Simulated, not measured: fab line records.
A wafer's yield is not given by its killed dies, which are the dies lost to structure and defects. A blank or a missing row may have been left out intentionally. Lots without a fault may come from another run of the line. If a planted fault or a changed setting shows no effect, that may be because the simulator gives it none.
Matching of chambers :: flow n5 finfet :: 4 sister chambers for N5_BEOL_M8_DESCUM_16 on rie diel-03
The step chemistry O2, time 7.9 s. 4 wafers are shown with their chamber, then 8 later ones without.

## WAFERS, EACH WITH ITS CHAMBER
wafer: L085.2
chamber: 2
showerhead plenum p Torr (Torr): 2.21

wafer: L085.4
chamber: 1
showerhead plenum p Torr (Torr): 1.99

wafer: L085.5
chamber: 3
showerhead plenum p Torr (Torr): 2.08

wafer: L090.3
chamber: 0
showerhead plenum p Torr (Torr): 2.14

## WAFERS WITH NO CHAMBER GIVEN
wafer: L090.4
showerhead plenum p Torr (Torr): 2.07

wafer: L090.6
showerhead plenum p Torr (Torr): 1.99

wafer: L097.2
showerhead plenum p Torr (Torr): 2.20

wafer: L097.3
showerhead plenum p Torr (Torr): 1.98

wafer: L097.6
showerhead plenum p Torr (Torr): 1.98

wafer: L094.1
showerhead plenum p Torr (Torr): 2.14

wafer: L094.4
showerhead plenum p Torr (Torr): 1.98

wafer: L094.6
showerhead plenum p Torr (Torr): 2.20

## CHAMBER TAKEN BY EACH
wafer: L090.4
from the rows above: 3
in truth: 3

wafer: L090.6
from the rows above: 1
in truth: 1

wafer: L097.2
from the rows above: 2
in truth: 2

wafer: L097.3
from the rows above: 1
in truth: 1

wafer: L097.6
from the rows above: 1
in truth: 1

wafer: L094.1
from the rows above: 0
in truth: 0

wafer: L094.4
from the rows above: 1
in truth: 1

wafer: L094.6
from the rows above: 2
in truth: 2
Correctly placed: 8 of 8. From these rows, 0 cannot be placed. 0 placed wrongly.
How it was worked out, from the rows above alone: a wafer's distance from a chamber is the root of the sum, over the readings, of the square of ((its reading less the chamber's mean) divided by the reading's scatter). The wafer belongs to the nearest chamber; if the next one is less than 2 further off, it can't be placed. A chamber's mean is the mean of its shown wafers. The scatter: root of mean squared gap, hidden wafer to nearest shown wafer, with one shown wafer a chamber.
